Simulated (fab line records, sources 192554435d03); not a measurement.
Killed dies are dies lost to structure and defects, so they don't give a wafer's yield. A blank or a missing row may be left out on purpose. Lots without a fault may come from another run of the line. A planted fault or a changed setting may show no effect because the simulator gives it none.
Chamber matching | flow n5_finfet | N5_BEOL_M8_STRIP_19 on rie_diel-03: 3 sister chambers
The step strips in O2. 14 wafers are shown with their chamber, then 4 later ones without.

WAFERS WITH THEIR CHAMBER
wafer  | chamber | showerhead_plenum_p_Torr (Torr) | drypump_motor_current_A (A) | throttle_valve_pct (%)
L075.1 | 3       | 2.20                            | 6.6                         | 16.50
L075.2 | 0       | 2.02                            | 5.3                         | 16.85
L075.6 | 3       | 2.20                            | 6.6                         | 16.48
L076.4 | 0       | 2.01                            | 5.3                         | 16.88
L076.5 | 3       | 2.20                            | 6.6                         | 16.52
L076.6 | 2       | 2.22                            | 5.8                         | 16.61
L077.2 | 2       | 2.22                            | 5.7                         | 16.60
L077.5 | 3       | 2.20                            | 6.6                         | 16.52
L077.6 | 2       | 2.22                            | 5.7                         | 16.60
L079.2 | 0       | 2.01                            | 5.4                         | 16.85
L079.3 | 3       | 2.20                            | 6.6                         | 16.51
L079.4 | 2       | 2.22                            | 5.7                         | 16.62
L087.1 | 3       | 2.19                            | 6.6                         | 16.55
L087.3 | 2       | 2.21                            | 5.7                         | 16.68

SIGNATURES (means of the wafers above)
reading                  | chamber 0 | chamber 2 | chamber 3 | scatter within a chamber
showerhead_plenum_p_Torr | 2.0133    | 2.2180    | 2.1983    | 0.00457
drypump_motor_current_A  | 5.333     | 5.720     | 6.600     | 0.0365
throttle_valve_pct       | 16.8600   | 16.6220   | 16.5133   | 0.0267
Rule: a wafer's distance from a chamber is the root of the sum, over the readings, of the square of ((its reading less the chamber's mean) divided by the reading's scatter). The wafer belongs to the nearest chamber; if the next one is less than 2 further off, it can't be placed. The scatter: the root of (the sum of the squares of (reading less its chamber's mean) over the shown wafers, divided by (wafers less chambers)).

WAFERS WITHOUT THEIR CHAMBER
wafer  | showerhead_plenum_p_Torr (Torr) | drypump_motor_current_A (A) | throttle_valve_pct (%)
L087.6 | 2.21                            | 5.7                         | 16.67
L089.2 | 2.19                            | 6.6                         | 16.57
L089.6 | 2.21                            | 5.7                         | 16.66
L097.3 | 2.20                            | 5.7                         | 16.72

WHICH CHAMBER EACH WENT THROUGH
wafer  | from the rows above | in truth
L087.6 | 2                   | 2
L089.2 | 3                   | 3
L089.6 | 2                   | 2
L097.3 | 2                   | 2
Placed correctly: 4 of 4. Can't be placed from these rows: 0. Placed wrongly: 0.
